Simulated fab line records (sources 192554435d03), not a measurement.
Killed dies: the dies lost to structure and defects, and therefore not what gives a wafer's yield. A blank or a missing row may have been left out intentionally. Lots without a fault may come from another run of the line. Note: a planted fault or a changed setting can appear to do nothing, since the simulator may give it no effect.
Split-lot study / flow n5-finfet / 21 wafers read across 7 lots, on a route 1938 steps long

== ABOUT THE SPLIT ==
At N5_WELL_APT_PEB_06 (peb time 90 s), the setting peb-time-s was moved away from the recipe's 90 s on 11 of the 21 wafers read, by -18.1% to +21.8%. All remaining wafers had this setting at the recipe value.

== FROM THE SPLIT TO THE READING: what the file shows between them, 2 steps ==
- N5_WELL_APT_DEVELOP_07: develop time 45 s (also split here: develop-time-s)
- N5_WELL_APT_HARDBAKE_12: time 120 s

== THE READING ==
cd-nm, in nm, at N5_WELL_APT_CD_MEAS_08 (target cd 200 nm). Typical for fault-free wafers on this fab line: 200.0 nm, with standard deviation 1.3 nm.

wafer=L075.3; tool, chamber at the split=litho-track-05, 0; peb-time-s as run, s=73.68; against the recipe=-18.1%; cd-nm, nm=193.9; against lot-mates on the recipe=-7.5
wafer=L075.4; tool, chamber at the split=litho-track-05, 0; peb-time-s as run, s=73.68; against the recipe=-18.1%; cd-nm, nm=192.3; against lot-mates on the recipe=-9.1
wafer=L075.6; tool, chamber at the split=litho-track-05, 0; peb-time-s as run, s=90; against the recipe=recipe; cd-nm, nm=201.4; against lot-mates on the recipe=-
wafer=L081.2; tool, chamber at the split=litho-track-02, 0; peb-time-s as run, s=109.6; against the recipe=+21.8%; cd-nm, nm=204.7; against lot-mates on the recipe=+6.1
wafer=L081.3; tool, chamber at the split=litho-track-02, 0; peb-time-s as run, s=90; against the recipe=recipe; cd-nm, nm=198.6; against lot-mates on the recipe=-
wafer=L081.4; tool, chamber at the split=litho-track-02, 0; peb-time-s as run, s=109.6; against the recipe=+21.8%; cd-nm, nm=205.0; against lot-mates on the recipe=+6.4
wafer=L083.2; tool, chamber at the split=litho-track-05, 0; peb-time-s as run, s=79.24; against the recipe=-12.0%; cd-nm, nm=193.7; against lot-mates on the recipe=-7.0
wafer=L083.3; tool, chamber at the split=litho-track-05, 0; peb-time-s as run, s=79.24; against the recipe=-12.0%; cd-nm, nm=196.9; against lot-mates on the recipe=-3.8
wafer=L083.5; tool, chamber at the split=litho-track-05, 0; peb-time-s as run, s=90; against the recipe=recipe; cd-nm, nm=200.7; against lot-mates on the recipe=-
wafer=L087.1; tool, chamber at the split=litho-track-05, 0; peb-time-s as run, s=90; against the recipe=recipe; cd-nm, nm=200.8; against lot-mates on the recipe=-
wafer=L087.2; tool, chamber at the split=litho-track-05, 0; peb-time-s as run, s=90; against the recipe=recipe; cd-nm, nm=200.2; against lot-mates on the recipe=-
wafer=L087.5; tool, chamber at the split=litho-track-05, 0; peb-time-s as run, s=90; against the recipe=recipe; cd-nm, nm=200.4; against lot-mates on the recipe=-
wafer=L089.2; tool, chamber at the split=litho-track-05, 0; peb-time-s as run, s=105.9; against the recipe=+17.7%; cd-nm, nm=205.6; against lot-mates on the recipe=+6.5
wafer=L089.3; tool, chamber at the split=litho-track-05, 0; peb-time-s as run, s=90; against the recipe=recipe; cd-nm, nm=198.0; against lot-mates on the recipe=-
wafer=L089.4; tool, chamber at the split=litho-track-05, 0; peb-time-s as run, s=90; against the recipe=recipe; cd-nm, nm=200.2; against lot-mates on the recipe=-
wafer=L091.3; tool, chamber at the split=litho-track-05, 0; peb-time-s as run, s=95.24; against the recipe=+5.8%; cd-nm, nm=203.0; against lot-mates on the recipe=+4.0
wafer=L091.5; tool, chamber at the split=litho-track-05, 0; peb-time-s as run, s=90; against the recipe=recipe; cd-nm, nm=199.0; against lot-mates on the recipe=-
wafer=L091.6; tool, chamber at the split=litho-track-05, 0; peb-time-s as run, s=95.24; against the recipe=+5.8%; cd-nm, nm=202.9; against lot-mates on the recipe=+3.9
wafer=L097.3; tool, chamber at the split=litho-track-05, 0; peb-time-s as run, s=101.4; against the recipe=+12.7%; cd-nm, nm=203.7; against lot-mates on the recipe=+3.5
wafer=L097.4; tool, chamber at the split=litho-track-05, 0; peb-time-s as run, s=90; against the recipe=recipe; cd-nm, nm=200.2; against lot-mates on the recipe=-
wafer=L097.5; tool, chamber at the split=litho-track-05, 0; peb-time-s as run, s=101.4; against the recipe=+12.7%; cd-nm, nm=205.2; against lot-mates on the recipe=+5.0

FIT RESULTS
A straight line over all 21 wafers: cd-nm changes by +0.32 nm for each +1% of peb-time-s; r = +0.94; the points scatter about the line by 1.3 nm.
The same after taking each lot's own level away (the mean of its wafers on the recipe; 21 wafers): +0.379 nm for each +1%; r = +0.96; scatter 1.2 nm.
According to that fit, moving peb-time-s by its largest amount changes the reading by 8.3 nm.
Measured against the standard deviation above, the lots' own levels, which go from 198.60 to 201.40 nm, span 2.2 times it.
Thus the slope moves with the lot-to-lot level: the two fits are different.
Check: +8.42 nm against its lot-mates is what the line predicts for one of the wafers moved furthest among these (+21.8%) when that wafer is left out of the fit. It came out at +6.1 nm against them.

== OTHER SPLITS ON THESE WAFERS ==
Other splits were also applied to these wafers ahead of the reading. Each is held against what the fit with the lots' levels taken away leaves over:
other split on the same wafers=N5_WELL_APT_DEVELOP_07 develop-time-s; wafers away from the commonest value=5; r with cd-nm (lot level and that fit taken away)=+0.27

== THE WHOLE CHAIN: every reading that the file lists as answering this split, in the file's order ==
step=N5_WELL_APT_CD_MEAS_08; what it does=target cd 200 nm; reading=cd-nm; change (the file's fit)=+0.374 nm for each +1% of the setting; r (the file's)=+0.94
step=N5_WELL_APT_DESCUM_13; what it does=chemistry O2, time 7.9 s; reading=WELL_APT.cd-nm (the simulator's own value, which no gauge read); change (the file's fit)=+0.368 nm for each +1% of the setting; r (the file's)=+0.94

== THE FILE'S OWN FIT ==
cd-nm changes by +0.374 nm for each +1% of peb-time-s, r = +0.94.
